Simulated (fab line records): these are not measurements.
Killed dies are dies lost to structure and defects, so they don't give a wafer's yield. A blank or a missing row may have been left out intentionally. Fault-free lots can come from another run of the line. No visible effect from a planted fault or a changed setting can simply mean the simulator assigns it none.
A lot that was struck, set against a sound lot :: flow n5-finfet :: 38 steps out of a route of 1938
Sound: the wafers L143.3, L143.4, L143.6. Struck: wafers L151.3, L151.4 (left out: L151.1, a lot-mate that was not struck); the cause follows at the end.
At each step with rows: each side's tool, then ch and its chambers, then its first start. Under that, the readings that differ: sound wafers :: struck wafers :: difference of the means :: sigmas: that difference in standard deviations of wafers without a fault.
alike: readings whose means differ by less than 2 such deviations, and words and numbers that are the same on both sides. not compared: withheld readings, readings that some wafer has no value for, bounds like >300 that may hide the same value, and numbers for which the record gives no deviation and whose values overlap.
The two part at a step that has a row with sigmas, a row that says differs or no value, or rows on one side only. Numbers that have no deviation but don't overlap get no sigmas and don't part them. A reading that every wafer of one side lacks parts them only if that side has two wafers or more.

first, 9 steps without rows for these wafers: N5_PMOS_HMC_CHANNEL_EPI_SRD_25 (time 30 s); N5_PMOS_HMC_CHANNEL_EPI_EPI_26 (deposits Si from SiH4/H2, target thk 3.8 nm, time 22.7 s); N5_FIN_SAQP_PRECLEAN_42 (cleans in O3/DIW, time 60 s); N5_FIN_SAQP_PRECLEAN_00 (cleans in SC1, time 60 s); N5_FIN_SAQP_PRECLEAN_44 (cleans in SC2, time 45 s); N5_FIN_SAQP_SRD_01 (time 30 s); N5_FIN_SAQP_ALD_61 (deposits SiO2, target thk 4 nm, pulse time 1 s, purge time 2 s); N5_FIN_SAQP_DENSIFY_62 (time 60 s); N5_FIN_SAQP_HM_DEP_03 (deposits SiNx from SiH4/NH3/N2, target thk 38 nm, time 33.6 s).
N5_FIN_SAQP_PECVD_47: deposits a-Si from SiH4/He, target thk 45 nm, time 36.3 s.
  sound on pecvd-02 ch 0,1,2, day 2 03:26; struck on pecvd-02 ch 1,2, day 4 02:56
reading: heater-power-w (W)
sound: 1062 864 797
struck: 805 689
difference: -161
sigmas: -2

reading: run-length-s (s)
sound: 72.2 73.2 71.4
struck: 82.8 82.1
difference: +10.2
sigmas: +18

reading: model.a-Si_of_FIN_SAQP_PECVD_47.thk-nm (nm)
sound: 44.69 45.73 44.64
struck: 58.78 58.6
difference: +13.67
sigmas: 
  alike: showerhead-plenum-p-Torr, throttle-valve-pct
then, 25 steps without rows for these wafers: N5_FIN_SAQP_PECVD_48 (deposits SiNx from SiH4/NH3/N2, target thk 25 nm, time 22.1 s); N5_FIN_SAQP_PECVD_06 (deposits a-Si from SiH4/He, target thk 60 nm, time 48.1 s); N5_FIN_SAQP_HM_DEP_72 (deposits SiO2 from SiH4/N2O, target thk 12 nm, time 7.2 s); N5_FIN_SAQP_COAT_49 (time 60 s, resist thk 100 nm); N5_FIN_SAQP_COAT_50 (time 60 s, resist thk 35 nm); N5_FIN_SAQP_COAT_10 (resist thk 90 nm); N5_FIN_SAQP_EBR_12; N5_FIN_SAQP_SOFTBAKE_11 (time 60 s); N5_FIN_SAQP_EXPOSE_13 (exposes mask FIN CORE, target cd 35.6 nm); N5_FIN_SAQP_PEB_14 (peb time 60 s); N5_FIN_SAQP_DEVELOP_15 (develop time 30 s); N5_FIN_SAQP_DESCUM_21 (chemistry O2, time 7.9 s); N5_FIN_SAQP_ETCH_51 (etches SiARC in CF4, target depth 45.5 nm, time 75.8 s); N5_FIN_SAQP_ETCH_52 (etches SOC in N2/H2, target depth 100 nm, overetch 20 nm, time 150 s); N5_FIN_SAQP_STRIP_53 (strips in N2/H2); N5_FIN_SAQP_HM_OPEN_73 (chemistry CHF3/O2, target SiO2, stops on a-Si, target depth 12 nm, time 16.8 s); N5_FIN_SAQP_STRIP_74 (strips in CHF3/O2); N5_FIN_SAQP_MANDREL_ETCH_22 (etches a-Si in HBr/Cl2, stops on SiNx, target depth 60 nm, bt time 10 s, time 30 s); N5_FIN_SAQP_STRIP_55 (strips in N2/H2); N5_FIN_SAQP_STRIP_23 (strips in SPM, time 750 s); N5_FIN_SAQP_SRD_66 (time 30 s); N5_FIN_SAQP_RECESS_75 (chemistry HF/NH3, target SiO2, target depth 14.4 nm, afs cycles 3, sublimation time 60 s); N5_FIN_SAQP_SPACER1_ALD_24 (deposits SiO2, target thk 20.3 nm, pulse time 1 s, purge time 2 s); N5_FIN_SAQP_SPACER1_ETCHBACK_25 (etches SiO2 in CHF3/O2, target depth 24.4 nm, time 12.2 s); N5_FIN_SAQP_MANDREL1_REMOVE_56 (chemistry HBr/Cl2/O2, target a-Si, stops on SiNx, bt time 10 s).
N5_FIN_SAQP_MANDREL_ETCH_58: etches a-Si in HBr/Cl2, stops on SiNx, target depth 45 nm, bt time 10 s, time 27 s.
  sound on rie-si-06 ch 1,2,3, day 2 06:16; struck on rie-si-01 ch 0,3, day 4 06:25
reading: oes-product-au (a.u.)
sound: 0.686 0.692 0.701
struck: 0.808 0.797
difference: +0.110
sigmas: +9

reading: model.etch.depth-nm (nm)
sound: 44.69 45.73 44.64
struck: 58.78 58.6
difference: +13.67
sigmas: 
  alike: drypump-motor-current-A, he-backside-leak-sccm, throttle-valve-pct
  not compared: rf-hours-counter-h
-- a jump in the record: the struck wafers' starts before and after are 6 days apart (it breaks off in module FIN_SAQP and resumes in module BEOL_M4, where the first step shown is number 1111 of the route) --
N5_BEOL_M4_RC_MEAS_101:
  sound on prober-02 ch 0, day 8 06:19; struck on prober-02 ch 0, day 10 05:49
reading: DIBL_P (mV/V)
sound: 41.2 36.8 39.2
struck: 33.6 32.1
difference: -6.2
sigmas: -3

reading: IOFF_N (nA/um)
sound: 0.22 0.16 0.19
struck: 0.13 0.11
difference: -0.07
sigmas: -2

reading: VT_N (mV)
sound: 246 250 247
struck: 254 258
difference: +8
sigmas: +2
  alike: DIBL_N, IOFF_P, ION_N, ION_P, SS_N, SS_P, VT_P
-- record jumps: 4 days separate the struck wafers' starts on either side; left off in module BEOL_M4, taken up again in module PASSIVATION, whose first shown step is the route's number 1936 --
N5_PASSIVATION_PROBE_49:
  sound on prober-02, day 12 21:25; struck on prober-02, day 14 15:42
reading: killed_at_M0_to_M3
sound: 61 49 52
struck: 15 28
difference: -32
sigmas: -3
  alike: defect-limited-yield, killed_at_M4_up, killed-at-contacts, killed-at-front-end, killed-at-other, killed-dies, killed-on-rim, killed-open, killed-short, sort_bin_5_function, sort_bin_6_memory, sort_bin_8_speed, sort-n-pass, sort-yield-pct

== WHERE THEY PART ==
First at N5_FIN_SAQP_PECVD_47; last, within this record, at N5_PASSIVATION_PROBE_49.

WHY: the cause the simulator had injected
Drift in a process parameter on pecvd-02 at N5_FIN_SAQP_PECVD_47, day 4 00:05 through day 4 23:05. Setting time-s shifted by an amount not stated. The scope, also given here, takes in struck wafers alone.
